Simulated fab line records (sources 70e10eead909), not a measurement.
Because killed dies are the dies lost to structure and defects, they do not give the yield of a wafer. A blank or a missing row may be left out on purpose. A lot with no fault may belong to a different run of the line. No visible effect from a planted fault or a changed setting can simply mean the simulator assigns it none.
fab line records	flow nandHarc
[record] lots = 24	wafers = 72	lastDay = 34
route steps=1302 shown A_CONTACT@1013
lots that met no fault: from a run of the same line without faults
startH: hours from the record's first day to the start of the lot's first wafer shown	waitH: hours elapsed since this lot's preceding step	" same as the row above	L1.1+2: a single row standing in for several wafers	- no value, or no start given	* or withheld: withheld	< > ~ a bound
route shown NAME@n: a module of which the file shows steps, and the number in the route of the first	usual: mean/standard deviation of fault-free wafers	same: alike in all rows	chamber/n: place in a boat	sites: per-site readings	_std_site: how widely they spread, as a standard deviation	_edge_site: the outer-site mean with the inner-site mean subtracted	radiusMm: for every site, how far away it sits from the centre of the wafer	mask NAME#n: copy n	behind: the tool/chamber that last shaped the wafer	hold: cause of the lot's hold/its duration in hours/its outcome	device: transistor that didn't switch, given as n, p or np	end of line: tests of these same wafers at the route's end	for a step that has no rows: nothing shown but its recipe	killed: dies lost to structure and defects at the first sort, not the wafer's yield	map: the dies of a wafer, with x for killed, . for not killed, _ for no die there
set.NAME: the setting as run; set.NAME@STEP: as run at that earlier step	model.NAME: the simulator's own value behind a step, which no gauge read
the route's steps for a sample of lots (tables are steps, rows are wafers)
services: the hour from which a tool's chamber was out of use, counted from the record's first day as startH (under 0 if before that day), plus the number of hours and why
[[steps]]
[step NHARC_A_CONTACT_ETCH_119]
[recipe] sourceW = withheld	pressureMtorr = 20	biasV = 3000	timeS = 190	targetDepthA = 18500	arFlowSccm = withheld	c4f8FlowSccm = withheld	o2FlowSccm = withheld	chemistry = C4F8/O2/Ar
lot.wafer	tool	chamber	startH	waitH	rfHoursCounterH
L076.2	harCapEtch-03	0	493.67	0.1	39
L076.3	"	0	"	"	-
L076.6	"	1	"	"	-
L075.1	harCapEtch-01	0	495.19	0.1	135
L075.4	"	0	"	"	-
L075.3	"	1	"	"	-
L074.2	harCapEtch-02	0	506.88	0.1	86
L074.4	"	0	"	"	-
L074.3	"	1	"	"	-
L077.2	harCapEtch-02	1	535.84	0.1	89
L077.3	"	0	"	"	-
L077.6	"	1	"	"	-
L078.1	harCapEtch-01	1	538.60	0.1	3
L078.4	"	1	"	"	-
L078.5	"	0	"	"	-
L080.4	harCapEtch-03	0	538.79	0.1	-
L080.3	"	1	"	"	-
L080.5	"	0	"	"	-
L079.1	harCapEtch-02	0	554.22	0.1	94
L079.4	"	0	"	"	-
L079.6	"	1	"	"	-
L081.2	harCapEtch-03	1	566.18	0.1	52
L081.3	"	0	"	"	-
L081.6	"	0	"	"	-
L082.1	harCapEtch-03	0	584.34	0.1	54
L082.6	"	1	"	"	-
L082.5	"	0	"	"	-
L083.3	harCapEtch-01	1	584.75	0.1	-
L083.4	"	0	"	"	-
L083.6	"	1	"	"	-
L084.4	harCapEtch-03	0	591.48	0.1	-
L084.3	"	1	"	"	-
L084.6	"	1	"	"	-
L085.3	harCapEtch-03	0	600.45	0.1	-
L085.5	"	1	"	"	-
L085.6	"	0	"	"	-
L086.2	harCapEtch-03	1	617.00	0.1	62
L086.4	"	1	"	"	-
L086.6	"	0	"	"	-
L088.2	harCapEtch-01	1	617.18	0.1	18
L088.3	"	0	"	"	-
L088.5	"	0	"	"	-
L089.2	harCapEtch-02	0	621.60	0.2	106
L089.3	"	0	"	"	-
L089.4	"	1	"	"	-
L087.2	harCapEtch-03	1	622.48	0.1	64
L087.5	"	1	"	"	-
L087.6	"	0	"	"	-
L091.2	harCapEtch-03	1	643.50	0.1	68
L091.4	"	1	"	"	-
L091.5	"	1	"	"	-
L090.2	harCapEtch-02	0	645.01	0.2	111
L090.1	"	1	"	"	111
L090.3	"	1	"	"	-
L092.2	harCapEtch-02	0	673.21	0.1	115
L092.4	"	1	"	"	-
L092.5	"	1	"	"	-
L093.2	harCapEtch-01	1	674.05	0.1	29
L093.1	"	0	"	"	29
L093.4	"	0	"	"	-
L094.1	harCapEtch-02	1	698.02	0.1	120
L094.2	"	0	"	"	120
L094.4	"	0	"	"	-
L095.2	harCapEtch-01	1	701.52	0.1	33
L095.4	"	0	"	"	-
L095.5	"	1	"	"	-
L096.2	harCapEtch-03	1	701.78	0.1	78
L096.4	"	1	"	"	-
L096.6	"	0	"	"	-
L097.2	harCapEtch-02	1	727.41	0.1	125
L097.4	"	0	"	"	-
L097.6	"	0	"	"	-
[step NHARC_A_CONTACT_ETCH_121]
[recipe] sourceW = withheld	pressureMtorr = 20	biasV = 3000	timeS = 190	targetDepthA = 18500	arFlowSccm = withheld	c4f8FlowSccm = withheld	o2FlowSccm = withheld	chemistry = C4F8/O2/Ar
lot.wafer	tool	chamber	startH	waitH	rfHoursCounterH
L076.2	harCapEtch-03	0	494.01	0.1	40
L076.3	"	0	"	"	-
L076.6	"	1	"	"	-
L075.1	harCapEtch-01	0	495.53	0.1	135
L075.4	"	0	"	"	-
L075.3	"	1	"	"	-
L074.2	harCapEtch-02	0	507.22	0.1	86
L074.4	"	0	"	"	-
L074.3	"	1	"	"	-
L077.2	harCapEtch-02	1	536.18	0.1	90
L077.3	"	0	"	"	-
L077.6	"	1	"	"	-
L078.1	harCapEtch-01	1	538.94	0.1	3
L078.4	"	1	"	"	-
L078.5	"	0	"	"	-
L080.4	harCapEtch-03	0	539.13	0.1	-
L080.3	"	1	"	"	-
L080.5	"	0	"	"	-
L079.1	harCapEtch-02	0	554.56	0.1	94
L079.4	"	0	"	"	-
L079.6	"	1	"	"	-
L081.2	harCapEtch-03	1	566.52	0.1	52
L081.3	"	0	"	"	-
L081.6	"	0	"	"	-
L082.1	harCapEtch-03	0	584.68	0.1	54
L082.6	"	1	"	"	-
L082.5	"	0	"	"	-
L083.3	harCapEtch-01	1	585.09	0.1	-
L083.4	"	0	"	"	-
L083.6	"	1	"	"	-
L084.4	harCapEtch-03	0	591.82	0.1	-
L084.3	"	1	"	"	-
L084.6	"	1	"	"	-
L085.3	harCapEtch-03	0	600.79	0.1	-
L085.5	"	1	"	"	-
L085.6	"	0	"	"	-
L086.2	harCapEtch-03	1	617.34	0.1	62
L086.4	"	1	"	"	-
L086.6	"	0	"	"	-
L088.2	harCapEtch-01	1	617.52	0.1	19
L088.3	"	0	"	"	-
L088.5	"	0	"	"	-
L089.2	harCapEtch-02	0	622.05	0.2	106
L089.3	"	0	"	"	-
L089.4	"	1	"	"	-
L087.2	harCapEtch-03	1	622.82	0.1	65
L087.5	"	1	"	"	-
L087.6	"	0	"	"	-
L091.2	harCapEtch-03	1	643.84	0.1	69
L091.4	"	1	"	"	-
L091.5	"	1	"	"	-
L090.2	harCapEtch-02	0	645.46	0.2	112
L090.1	"	1	"	"	112
L090.3	"	1	"	"	-
L092.2	harCapEtch-02	0	673.55	0.1	116
L092.4	"	1	"	"	-
L092.5	"	1	"	"	-
L093.2	harCapEtch-01	1	674.40	0.1	29
L093.1	"	0	"	"	29
L093.4	"	0	"	"	-
L094.1	harCapEtch-02	1	698.36	0.1	120
L094.2	"	0	"	"	120
L094.4	"	0	"	"	-
L095.2	harCapEtch-01	1	701.86	0.1	33
L095.4	"	0	"	"	-
L095.5	"	1	"	"	-
L096.2	harCapEtch-03	1	702.12	0.1	79
L096.4	"	1	"	"	-
L096.6	"	0	"	"	-
L097.2	harCapEtch-02	1	727.75	0.1	125
L097.4	"	0	"	"	-
L097.6	"	0	"	"	-
[step NHARC_A_CONTACT_ETCH_76]
[recipe] targetDepthA = 2600	overEtchFrac = 0.3	timeS = 475.3	ionEnergyEv = 200	n2FlowSccm = 150	h2FlowSccm = 150	arFlowSccm = 0	rfW = 400	biasW = 150	chemistry = N2/H2
[usual] drypumpMotorCurrentA = 6.08/0.28	oesProductAu = 1.004/0.0088	rfVppV = 432/3.5	showerheadPlenumPTorr = 2.09/0.13	throttleValvePct = 14.172/0.0093
lot.wafer	tool	chamber	startH	waitH	drypumpMotorCurrentA	oesProductAu	rfHoursCounterH	rfVppV	showerheadPlenumPTorr	throttleValvePct
L076.3	rieDiel-02	3	-	-	5.62	1.020	6	426	1.89	14.173
L076.2	"	0	"	"	6.21	1.001	19	434	2.21	14.162
L076.6	"	3	"	"	5.62	1.011	-	427	1.89	14.167
L075.4	rieDiel-13	2	-	-	6.24	0.994	44	435	2.20	14.169
L075.3	"	3	"	"	6.05	1.000	44	427	1.91	14.170
L075.1	"	0	"	"	6.45	1.003	46	427	1.92	14.179
L074.2	rieDiel-02	2	-	-	6.37	1.012	21	432	2.13	14.172
L074.4	"	0	"	"	6.20	0.988	22	435	2.21	14.160
L074.3	"	1	"	"	6.00	0.996	23	435	2.20	14.159
L077.2	rieDiel-02	1	-	-	6.02	1.010	28	435	2.20	14.189
L077.3	"	3	"	"	5.59	0.996	11	426	1.89	14.172
L077.6	"	2	"	"	6.39	1.006	-	431	2.13	14.157
L078.4	rieDiel-02	3	-	-	5.61	1.011	11	426	1.89	14.174
L078.1	"	0	"	"	6.23	0.986	26	436	2.21	14.165
L078.5	"	2	"	"	6.42	1.013	-	433	2.12	14.181
L080.3	rieDiel-07	1	-	-	5.74	0.996	23	427	1.90	14.169
L080.5	"	0	"	"	6.03	1.009	-	434	2.21	14.195
L080.4	"	1	"	"	5.75	0.991	-	426	1.90	14.175
L079.1	rieDiel-02	0	-	-	6.22	1.000	28	436	2.21	14.177
L079.4	"	3	"	"	5.64	1.017	14	425	1.89	14.173
L079.6	"	0	"	"	6.22	1.001	-	434	2.21	14.176
L081.3	rieDiel-13	3	-	-	6.07	0.992	14	428	1.91	14.176
L081.2	"	0	"	"	6.46	1.003	15	428	1.92	14.171
L081.6	"	2	"	"	6.25	1.008	-	435	2.19	14.174
L082.1	rieDiel-02	0	-	-	6.24	1.005	3	434	2.21	14.172
L082.6	"	0	"	"	6.23	1.004	-	435	2.21	14.182
L082.5	"	1	"	"	6.01	1.007	-	434	2.20	14.160
L083.3	rieDiel-02	3	-	-	5.62	1.002	4	426	1.88	14.184
L083.4	"	1	"	"	6.04	0.998	4	433	2.20	14.168
L083.6	"	3	"	"	5.61	1.007	-	427	1.88	14.182
L084.3	rieDiel-02	2	-	-	6.40	1.003	4	432	2.12	14.176
L084.4	"	0	"	"	6.24	1.001	5	435	2.21	14.177
L084.6	"	2	"	"	6.38	0.996	-	432	2.12	14.168
L085.3	rieDiel-02	3	-	-	5.61	1.003	7	427	1.88	14.179
L085.6	"	1	"	"	6.03	1.007	-	433	2.19	14.189
L085.5	"	2	"	"	6.42	1.011	-	434	2.12	14.169
L086.4	rieDiel-02	1	-	-	6.03	1.000	10	435	2.19	14.192
L086.2	"	2	"	"	6.39	1.024	10	433	2.12	14.169
L086.6	"	2	"	"	6.37	1.010	-	433	2.12	14.180
L088.3	rieDiel-07	0	-	-	6.08	1.000	55	435	2.20	14.175
L088.2	"	2	"	"	5.97	1.011	26	428	1.99	14.176
L088.5	"	0	"	"	6.06	1.000	-	435	2.20	14.175
L089.3	rieDiel-02	0	-	-	6.22	1.001	12	434	2.20	14.176
L089.2	"	1	"	"	6.04	1.003	11	434	2.19	14.171
L089.4	"	2	"	"	6.42	0.999	-	433	2.12	14.159
L087.2	rieDiel-07	2	-	-	5.94	1.000	26	430	1.99	14.154
L087.6	"	1	"	"	5.73	0.981	-	426	1.89	14.169
L087.5	"	2	"	"	5.98	0.992	-	429	1.99	14.157
L091.2	rieDiel-02	1	-	-	6.03	0.990	15	434	2.19	14.166
L091.4	"	2	"	"	6.39	1.019	14	432	2.12	14.160
L091.5	"	3	"	"	5.59	1.025	-	426	1.88	14.178
L090.1	rieDiel-02	1	-	-	6.05	1.005	16	435	2.19	14.174
L090.2	"	3	"	"	5.62	1.006	15	426	1.88	14.168
L090.3	"	0	"	"	6.21	0.995	16	434	2.20	14.174
L092.4	rieDiel-07	0	-	-	6.06	0.998	7	434	2.19	14.161
L092.2	"	1	"	"	5.71	1.002	7	425	1.89	14.177
L092.5	"	0	"	"	6.04	1.000	-	434	2.19	14.158
L093.2	rieDiel-02	2	-	-	6.41	1.022	19	433	2.12	14.148
L093.4	"	3	"	"	5.59	1.009	19	426	1.88	14.156
L093.1	"	1	"	"	6.03	1.001	20	434	2.19	14.177
L094.2	rieDiel-02	2	-	-	6.39	1.011	23	432	2.12	14.171
L094.4	"	3	"	"	5.61	1.018	23	425	1.88	14.162
L094.1	"	1	"	"	6.01	1.006	24	436	2.19	14.191
L095.2	rieDiel-13	2	-	-	6.26	1.001	1	433	2.18	14.160
L095.4	"	0	"	"	6.48	1.000	1	426	1.90	14.160
L095.5	"	2	"	"	6.24	1.002	-	434	2.18	14.195
L096.4	rieDiel-02	0	-	-	6.20	1.011	26	434	2.20	14.174
L096.2	"	1	"	"	6.01	1.003	25	435	2.19	14.159
L096.6	"	2	"	"	6.38	1.008	-	433	2.11	14.183
L097.4	rieDiel-02	3	-	-	5.62	1.020	29	426	1.88	14.158
L097.2	"	0	"	"	6.21	1.015	30	434	2.20	14.170
L097.6	"	3	"	"	5.64	1.020	-	427	1.88	14.174
[step NHARC_A_CONTACT_ETCH_77]
[recipe] targetDepthA = 1089	timeS = 54.5	cf4FlowSccm = 100	chf3FlowSccm = 30	arFlowSccm = 0	rfW = 500	biasW = 200	chemistry = CF4/CHF3
[usual] drypumpMotorCurrentA = 6.08/0.27	oesProductAu = 0.940/0.019	rfVppV = 372/3	showerheadPlenumPTorr = 1.61/0.092	throttleValvePct = 16.801/0.0083
lot.wafer	tool	chamber	startH	waitH	drypumpMotorCurrentA	oesProductAu	rfHoursCounterH	rfVppV	showerheadPlenumPTorr	throttleValvePct
L076.2	rieDiel-02	1	-	-	6.01	0.919	20	374	1.69	16.803
L076.3	"	3	"	"	5.61	0.934	6	367	1.47	16.795
L076.6	"	2	"	"	6.40	0.933	-	374	1.64	16.796
L075.1	rieDiel-13	3	-	-	6.09	0.934	45	370	1.48	16.800
L075.3	"	0	"	"	6.46	0.924	46	367	1.49	16.813
L075.4	"	2	"	"	6.27	0.932	45	373	1.69	16.802
L074.2	rieDiel-02	0	-	-	6.18	0.924	22	375	1.69	16.796
L074.3	"	2	"	"	6.41	0.933	21	372	1.64	16.814
L074.4	"	3	"	"	5.61	0.940	8	367	1.47	16.800
L077.3	rieDiel-02	2	-	-	6.37	0.970	26	374	1.63	16.796
L077.2	"	3	"	"	5.62	0.973	11	367	1.47	16.796
L077.6	"	2	"	"	6.38	0.975	-	372	1.63	16.797
L078.1	rieDiel-02	3	-	-	5.59	0.988	12	366	1.46	16.812
L078.4	"	1	"	"	6.05	0.962	29	374	1.69	16.801
L078.5	"	3	"	"	5.60	0.981	-	366	1.47	16.800
L080.3	rieDiel-07	1	-	-	5.73	0.969	24	366	1.47	16.795
L080.5	"	1	"	"	5.71	0.966	-	368	1.47	16.806
L080.4	"	3	"	"	6.13	0.964	-	374	1.65	16.813
L079.4	rieDiel-02	0	-	-	6.24	0.934	29	376	1.69	16.811
L079.1	"	3	"	"	5.61	0.934	14	367	1.46	16.789
L079.6	"	0	"	"	6.22	0.926	-	374	1.69	16.805
L081.2	rieDiel-13	2	-	-	6.23	0.923	12	376	1.68	16.792
L081.3	"	1	"	"	6.39	0.923	12	372	1.62	16.785
L081.6	"	3	"	"	6.06	0.926	-	368	1.48	16.786
L082.1	rieDiel-02	2	-	-	6.36	0.983	3	373	1.63	16.798
L082.5	"	1	"	"	6.01	0.965	-	374	1.68	16.804
L082.6	"	2	"	"	6.38	0.990	-	373	1.63	16.814
L083.3	rieDiel-02	3	-	-	5.62	0.942	4	367	1.46	16.783
L083.4	"	0	"	"	6.18	0.929	4	376	1.69	16.790
L083.6	"	2	"	"	6.40	0.929	-	372	1.63	16.799
L084.3	rieDiel-02	1	-	-	6.02	0.961	5	375	1.68	16.795
L084.4	"	3	"	"	5.61	0.977	5	367	1.46	16.805
L084.6	"	1	"	"	6.04	0.966	-	374	1.68	16.808
L085.3	rieDiel-02	3	-	-	5.61	0.930	7	368	1.46	16.802
L085.5	"	1	"	"	6.02	0.926	-	373	1.68	16.798
L085.6	"	2	"	"	6.40	0.933	-	373	1.63	16.794
L086.4	rieDiel-02	1	-	-	6.03	0.921	11	374	1.68	16.789
L086.2	"	3	"	"	5.60	0.934	11	369	1.46	16.793
L086.6	"	2	"	"	6.35	0.927	-	373	1.63	16.787
L088.3	rieDiel-07	2	-	-	5.94	0.928	26	369	1.54	16.792
L088.2	"	3	"	"	6.12	0.928	58	373	1.64	16.812
L088.5	"	1	"	"	5.71	0.919	-	368	1.47	16.799
L089.2	rieDiel-02	1	-	-	6.06	0.925	12	374	1.68	16.811
L089.3	"	2	"	"	6.42	0.930	11	371	1.63	16.804
L089.4	"	2	"	"	6.38	0.933	-	373	1.63	16.790
L087.2	rieDiel-07	0	-	-	6.10	0.922	55	375	1.69	16.795
L087.5	"	3	"	"	6.14	0.915	-	374	1.64	16.800
L087.6	"	0	"	"	6.15	0.923	-	374	1.69	16.800
L091.2	rieDiel-02	0	-	-	6.23	0.925	15	375	1.69	16.797
L091.4	"	1	"	"	6.00	0.919	15	373	1.68	16.793
L091.5	"	3	"	"	5.59	0.938	-	365	1.46	16.801
L090.3	rieDiel-02	0	-	-	6.23	0.936	16	372	1.69	16.802
L090.1	"	1	"	"	6.03	0.933	16	374	1.68	16.813
L090.2	"	2	"	"	6.38	0.932	15	373	1.63	16.803
L092.2	rieDiel-07	1	-	-	5.72	0.925	7	368	1.46	16.801
L092.4	"	3	"	"	6.11	0.932	5	374	1.64	16.817
L092.5	"	2	"	"	5.90	0.930	-	370	1.54	16.798
L093.2	rieDiel-02	2	-	-	6.41	0.941	19	373	1.63	16.809
L093.4	"	3	"	"	5.62	0.928	19	367	1.46	16.803
L093.1	"	1	"	"	6.03	0.931	20	373	1.68	16.801
L094.2	rieDiel-02	3	-	-	5.61	0.932	23	367	1.46	16.803
L094.4	"	0	"	"	6.23	0.921	25	372	1.69	16.800
L094.1	"	1	"	"	6.01	0.928	24	374	1.68	16.805
L095.4	rieDiel-13	3	-	-	6.08	0.964	1	367	1.47	16.802
L095.2	"	1	"	"	6.40	0.977	1	372	1.61	16.813
L095.5	"	2	"	"	6.26	0.974	-	376	1.67	16.807
L096.4	rieDiel-02	0	-	-	6.18	0.931	26	375	1.69	16.805
L096.2	"	1	"	"	6.06	0.929	25	373	1.68	16.815
L096.6	"	3	"	"	5.61	0.931	-	369	1.46	16.798
L097.4	rieDiel-02	3	-	-	5.61	0.936	30	367	1.46	16.794
L097.2	"	0	"	"	6.23	0.936	30	373	1.68	16.812
L097.6	"	2	"	"	6.36	0.936	-	372	1.63	16.810
[step NHARC_A_CONTACT_CD_MEAS_15]
[usual] cdNm = 190.1/0.49
lot.wafer	tool	chamber	startH	waitH	cdNm
L076.2	cdSem-02	-	512.78	-	189.9
L076.3	"	-	"	"	189.2
L076.6	"	-	"	"	189.6
L075.1	cdSem-03	-	513.84	-	189.6
L075.3	"	-	"	"	190.5
L075.4	"	-	"	"	189.7
L074.2	cdSem-02	-	525.83	-	190.4
L074.3	"	-	"	"	190.2
L074.4	"	-	"	"	190.7
L077.2	cdSem-01	-	555.00	-	190.8
L077.3	"	-	"	"	190.4
L077.6	"	-	"	"	190.6
L078.1	cdSem-02	-	556.46	-	189.9
L078.4	"	-	"	"	189.9
L078.5	"	-	"	"	190.0
L080.3	cdSem-01	-	558.32	-	189.7
L080.4	"	-	"	"	189.5
L080.5	"	-	"	"	189.5
L079.1	cdSem-02	-	573.79	-	190.0
L079.4	"	-	"	"	190.3
L079.6	"	-	"	"	189.9
L081.2	cdSem-02	-	587.34	-	190.4
L081.3	"	-	"	"	189.7
L081.6	"	-	"	"	190.0
L082.1	cdSem-02	-	606.49	-	190.7
L082.5	"	-	"	"	190.2
L082.6	"	-	"	"	190.5
L083.3	cdSem-02	-	607.07	-	189.8
L083.4	"	-	"	"	189.7
L083.6	"	-	"	"	190.1
L084.3	cdSem-03	-	609.71	-	189.7
L084.4	"	-	"	"	189.4
L084.6	"	-	"	"	189.8
L085.3	cdSem-03	-	624.79	-	190.1
L085.5	"	-	"	"	191.1
L085.6	"	-	"	"	191.1
L086.2	cdSem-03	-	644.85	-	189.5
L086.4	"	-	"	"	189.6
L086.6	"	-	"	"	189.4
L088.2	cdSem-03	-	646.28	-	190.6
L088.3	"	-	"	"	190.3
L088.5	"	-	"	"	190.6
L087.2	cdSem-02	-	646.94	-	190.3
L087.5	"	-	"	"	189.9
L087.6	"	-	"	"	189.5
L089.2	cdSem-01	-	647.96	-	190.8
L089.3	"	-	"	"	191.0
L089.4	"	-	"	"	190.7
L091.2	cdSem-03	-	661.47	-	189.9
L091.4	"	-	"	"	189.2
L091.5	"	-	"	"	190.5
L090.1	cdSem-02	-	666.27	-	190.4
L090.2	"	-	"	"	189.3
L090.3	"	-	"	"	190.4
L092.2	cdSem-01	-	692.49	-	190.3
L092.4	"	-	"	"	190.6
L092.5	"	-	"	"	190.2
L093.1	cdSem-03	-	693.07	-	189.6
L093.2	"	-	"	"	190.1
L093.4	"	-	"	"	189.5
L094.1	cdSem-02	-	717.55	-	190.3
L094.2	"	-	"	"	189.4
L094.4	"	-	"	"	189.2
L095.2	cdSem-02	-	721.19	-	189.3
L095.4	"	-	"	"	189.5
L095.5	"	-	"	"	189.6
L096.2	cdSem-03	-	721.98	-	190.0
L096.4	"	-	"	"	190.3
L096.6	"	-	"	"	190.3
L097.2	cdSem-02	-	750.89	-	190.3
L097.4	"	-	"	"	190.1
L097.6	"	-	"	"	190.8
[step NHARC_A_CONTACT_CVD_19]
[recipe] targetThkA = 3000	tempC = 300	pressureTorr = 40	wf6FlowSccm = 40	h2FlowSccm = 1600	arFlowSccm = 1560	timeS = 802	material = W
[usual] heaterPowerW = 443/37	throttleValvePct = 7.90/0.24
lot.wafer	tool	chamber	startH	waitH	heaterPowerW	throttleValvePct
L076.2	cvdW-02	1	-	-	433	7.75
L076.3	"	0	"	"	421	8.07
L076.6	"	1	"	"	440	7.76
L075.1	cvdW-01	1	-	-	508	7.61
L075.4	"	0	"	"	440	7.95
L075.3	"	1	"	"	518	7.60
L074.2	cvdW-01	0	-	-	442	7.86
L074.4	"	0	"	"	438	7.78
L074.3	"	1	"	"	509	7.59
L077.2	cvdW-02	1	-	-	436	8.01
L077.3	"	0	"	"	431	8.24
L077.6	"	0	"	"	417	8.36
L078.1	cvdW-02	0	-	-	422	8.20
L078.4	"	1	"	"	436	7.82
L078.5	"	1	"	"	446	7.98
L080.4	cvdW-02	0	-	-	416	8.33
L080.3	"	1	"	"	439	8.22
L080.5	"	0	"	"	406	8.17
L079.1	cvdW-02	1	-	-	447	8.18
L079.4	"	0	"	"	423	8.17
L079.6	"	1	"	"	443	8.09
L081.2	cvdW-01	1	-	-	502	7.93
L081.3	"	1	"	"	520	7.83
L081.6	"	1	"	"	515	7.48
L082.1	cvdW-02	1	-	-	433	8.03
L082.6	"	0	"	"	422	8.25
L082.5	"	1	"	"	437	7.80
L083.3	cvdW-01	0	-	-	421	7.78
L083.4	"	1	"	"	521	7.51
L083.6	"	0	"	"	428	7.83
L084.4	cvdW-02	1	-	-	429	8.27
L084.3	"	0	"	"	417	8.25
L084.6	"	1	"	"	447	7.77
L085.3	cvdW-01	0	-	-	425	7.87
L085.5	"	0	"	"	425	8.00
L085.6	"	1	"	"	526	7.86
L086.2	cvdW-02	0	-	-	429	7.49
L086.4	"	1	"	"	413	8.19
L086.6	"	1	"	"	422	8.05
L088.2	cvdW-01	0	-	-	415	7.90
L088.3	"	0	"	"	423	7.86
L088.5	"	1	"	"	517	7.67
L087.2	cvdW-02	0	-	-	420	7.68
L087.6	"	1	"	"	416	7.88
L087.5	"	0	"	"	417	7.49
L089.2	cvdW-01	1	-	-	529	7.77
L089.4	"	1	"	"	549	8.03
L089.3	"	0	"	"	433	7.74
L091.2	cvdW-02	0	-	-	417	7.49
L091.4	"	0	"	"	408	7.51
L091.5	"	1	"	"	416	8.07
L090.1	cvdW-01	0	-	-	426	8.13
L090.2	"	1	"	"	515	7.71
L090.3	"	1	"	"	517	7.65
L092.2	cvdW-01	1	-	-	523	7.66
L092.4	"	0	"	"	413	8.18
L092.5	"	0	"	"	432	7.93
L093.2	cvdW-02	0	-	-	418	7.83
L093.1	"	1	"	"	406	8.04
L093.4	"	1	"	"	421	8.19
L094.2	cvdW-02	0	-	-	420	7.65
L094.1	"	1	"	"	424	7.80
L094.4	"	1	"	"	415	8.19
L095.2	cvdW-02	1	-	-	417	7.90
L095.4	"	0	"	"	424	7.54
L095.5	"	0	"	"	417	7.44
L096.2	cvdW-02	1	-	-	416	8.24
L096.4	"	0	"	"	421	7.69
L096.6	"	1	"	"	432	8.23
L097.2	cvdW-02	1	-	-	434	8.22
L097.4	"	0	"	"	429	7.68
L097.6	"	1	"	"	403	8.18
[[services]]
tool	chamber	startH	hours	kind
rieDiel-07	-	471.39	9.0	pm
cvdW-01	0	481.41	1.6	repair
cvdW-02	1	489.96	5.6	repair
rieDiel-07	1	497.00	2.0	repair
harCapEtch-01	-	497.00	17.0	pm
rieDiel-07	2	505.24	65.9	repair
rieDiel-02	3	520.28	9.4	repair
rieDiel-13	-	521.21	9.0	pm
cvdW-01	-	547.00	13.0	pm
rieDiel-02	-	570.70	9.0	pm
rieDiel-13	-	597.85	0.8	repair
rieDiel-07	0	619.56	4.4	repair
cvdW-02	-	631.30	13.0	pm
rieDiel-02	3	633.45	5.0	repair
rieDiel-07	-	648.39	9.0	pm
rieDiel-02	-	668.68	1.2	repair
cvdW-02	-	670.24	1.0	repair
rieDiel-07	-	674.05	0.3	repair
rieDiel-07	0	691.05	7.6	repair
rieDiel-13	-	698.21	9.0	pm
cvdW-01	-	728.00	13.0	pm
cvdW-02	0	732.42	10.4	repair
rieDiel-02	-	747.70	9.0	pm
harCapEtch-03	-	750.88	0.3	repair
[[key]]
fault none
